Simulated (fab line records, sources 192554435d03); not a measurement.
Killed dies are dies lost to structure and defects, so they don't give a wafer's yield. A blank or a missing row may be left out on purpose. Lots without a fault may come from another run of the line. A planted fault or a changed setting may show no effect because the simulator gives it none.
Which tool did it? | flow n5_finfet | 13 lots, 35 wafers sampled, at 4 steps of a route of 1938

WHAT THE GAUGES READ, wafer by wafer
The record holds no reading of a measuring or inspecting step that can be judged against a usual standard deviation.

WHICH TOOL RAN EACH LOT (tool, then ch and the chambers of the sampled wafers, then the start)
lot  | N5_ILD0_CMP_07               | N5_PASSIVATION_AL_DEP_21     | N5_PASSIVATION_ETCH_59            | N5_PASSIVATION_PROBE_49
L261 | cmp-04 ch 0,3, day 3 20:19   | pvd_sputter-03, day 12 03:05 | rie_metal-01 ch 0,1, day 12 04:27 | -
L262 | cmp-03 ch 0,2, day 3 23:28   | pvd_sputter-01, day 12 23:20 | rie_metal-03 ch 0,1, day 13 00:34 | -
L264 | cmp-03 ch 1,2,3, day 4 08:17 | pvd_sputter-02, day 12 23:09 | rie_metal-02 ch 0,1, day 13 00:19 | -
L265 | cmp-03 ch 0,2, day 4 11:59   | pvd_sputter-03, day 13 12:32 | rie_metal-02 ch 0, day 13 14:07   | -
L266 | cmp-04 ch 1,3, day 4 21:02   | pvd_sputter-02, day 13 12:27 | rie_metal-03 ch 0, day 13 13:33   | -
L267 | cmp-04 ch 0,1, day 5 02:22   | pvd_sputter-03, day 14 05:53 | rie_metal-01 ch 0,1, day 14 07:03 | -
L269 | cmp-04 ch 0,2,3, day 5 14:45 | pvd_sputter-02, day 14 05:14 | rie_metal-01 ch 0,1, day 14 06:25 | -
L272 | cmp-04 ch 0,1,3, day 6 09:25 | pvd_sputter-03, day 14 13:52 | rie_metal-03 ch 0,1, day 14 15:01 | prober-02, day 14 20:10
L279 | cmp-03 ch 0,1,2, day 8 01:42 | pvd_sputter-03, day 17 06:16 | rie_metal-03 ch 0,1, day 17 07:19 | -
L280 | cmp-02 ch 2,3, day 8 05:43   | pvd_sputter-02, day 17 09:22 | rie_metal-03 ch 0,1, day 17 10:30 | -
L281 | cmp-02 ch 0,3, day 8 13:13   | pvd_sputter-01, day 17 13:22 | rie_metal-01 ch 0,1, day 17 14:29 | -
L282 | cmp-02 ch 0,1,2, day 8 21:21 | pvd_sputter-03, day 17 18:46 | rie_metal-02 ch 0,1, day 17 19:57 | -
L283 | cmp-02 ch 0,1,3, day 9 03:28 | pvd_sputter-03, day 18 05:37 | rie_metal-02 ch 0,1, day 18 06:40 | -
- N5_ILD0_CMP_07: polishes SiO2 flowable, stops on poly-Si, t overpolish 1.18 s, target thk 138.88 nm.
- N5_PASSIVATION_AL_DEP_21: deposits Al, target thk 2800 nm, time 170 s.
- N5_PASSIVATION_ETCH_59: etches TaN in Cl2/BCl3, target depth 65 nm, time 34.9 s.
- N5_PASSIVATION_PROBE_49

WHAT THE TOOLS THEMSELVES READ (means of the sampled wafers that have a number; where no wafer has one, the mark that the record gives instead)
N5_ILD0_CMP_07.
lot  | tool   | motor_current_A (A) | slurry_filter_dp_kPa (kPa)
L261 | cmp-04 | 12.4                | 13.58
L262 | cmp-03 | 12.6                | 13.49
L264 | cmp-03 | 11.5                | 13.45
L265 | cmp-03 | 12.3                | 13.35
L266 | cmp-04 | 13.4                | 13.35
L267 | cmp-04 | 12.8                | 13.64
L269 | cmp-04 | 12.7                | 13.52
L272 | cmp-04 | 12.8                | 13.37
L279 | cmp-03 | 11.5                | 13.56
L280 | cmp-02 | 12.8                | 13.54
L281 | cmp-02 | 11.7                | 13.44
L282 | cmp-02 | 12.4                | 13.55
L283 | cmp-02 | 11.4                | 13.68

N5_PASSIVATION_AL_DEP_21.
lot  | tool           | cathode_dc_power_W (W) | susceptor_temp_C (C) | throttle_valve_pct (%)
L261 | pvd_sputter-03 | 30003                  | 400.14               | 30.3
L262 | pvd_sputter-01 | 29996                  | 400.01               | 30.8
L264 | pvd_sputter-02 | 29999                  | 399.91               | 29.2
L265 | pvd_sputter-03 | 30001                  | 400.06               | 29.8
L266 | pvd_sputter-02 | 29998                  | 400.14               | 29.9
L267 | pvd_sputter-03 | 30003                  | 399.97               | 30.3
L269 | pvd_sputter-02 | 29998                  | 400.25               | 29.4
L272 | pvd_sputter-03 | 29996                  | 400.06               | 29.6
L279 | pvd_sputter-03 | 30002                  | 400.24               | 30.4
L280 | pvd_sputter-02 | 29998                  | 400.33               | 29.1
L281 | pvd_sputter-01 | 30000                  | 399.99               | 29.2
L282 | pvd_sputter-03 | 30000                  | 399.99               | 30.1
L283 | pvd_sputter-03 | 29999                  | 399.71               | 30.5

N5_PASSIVATION_ETCH_59.
lot  | tool         | drypump_motor_current_A (A) | he_backside_leak_sccm (sccm) | oes_product_au (a.u.) | throttle_valve_pct (%)
L261 | rie_metal-01 | 6.2                         | 3.34                         | 0.90                  | 21.4
L262 | rie_metal-03 | 5.4                         | 3.44                         | 0.83                  | 20.9
L264 | rie_metal-02 | 6.0                         | 3.39                         | 0.66                  | 21.1
L265 | rie_metal-02 | 5.2                         | 3.31                         | 0.72                  | 21.3
L266 | rie_metal-03 | 5.3                         | 3.65                         | 0.72                  | 20.8
L267 | rie_metal-01 | 6.2                         | 3.26                         | 0.87                  | 21.2
L269 | rie_metal-01 | 6.3                         | 3.20                         | 0.86                  | 21.1
L272 | rie_metal-03 | 5.5                         | 3.43                         | 0.84                  | 20.9
L279 | rie_metal-03 | 5.5                         | 3.45                         | 0.82                  | 20.9
L280 | rie_metal-03 | 5.4                         | 3.57                         | 0.78                  | 20.9
L281 | rie_metal-01 | 6.2                         | 3.34                         | 0.85                  | 21.4
L282 | rie_metal-02 | 6.0                         | 3.56                         | 0.83                  | 20.9
L283 | rie_metal-02 | 5.9                         | 3.33                         | 0.81                  | 20.9

N5_PASSIVATION_PROBE_49.
lot  | tool      | defect_limited_yield (%) | killed_at_M0_to_M3 | killed_at_M4_up | killed_at_contacts | killed_at_front_end | killed_at_other | killed_dies | killed_on_rim | killed_open | killed_short | sort_bin_5_function (%) | sort_bin_6_memory (%) | sort_bin_8_speed (%) | sort_n_pass | sort_yield_pct (%)
L272 | prober-02 | 80.7                     | 21                 | 11              | 19                 | 172                 | 3.7             | 228         | 29            | 61          | 28           | 11.1                    | 7.3                   | 0.00                 | 952         | 80.7

THE ANSWER, worked out from the rows above alone
Rule: what is usual is taken from the lots themselves. Put in order of their means at a reading, lots are off if they are a third of the lots or fewer, leave a main group of 4 or more, and stand apart from it by a gap of 3 or more times the standard deviation of the main group's means; of several such gaps the widest counts. A main group whose means are all the same, to the digits that the tables above print for the reading, isn't used. A lot without any number at a reading at which 4 lots or more have one is off too. The other lots that the step has rows for count as sound. The gauges are gone through in route order, then the tools' own readings, and for those a lot's mean is taken as printed above. The first step at which some lot is off is used, and at that step the reading that is off furthest; a lot without a number counts as furthest.
No lot is off at any reading shown: from this, nothing can be told.

WHAT THE SIMULATOR HAD PUT IN
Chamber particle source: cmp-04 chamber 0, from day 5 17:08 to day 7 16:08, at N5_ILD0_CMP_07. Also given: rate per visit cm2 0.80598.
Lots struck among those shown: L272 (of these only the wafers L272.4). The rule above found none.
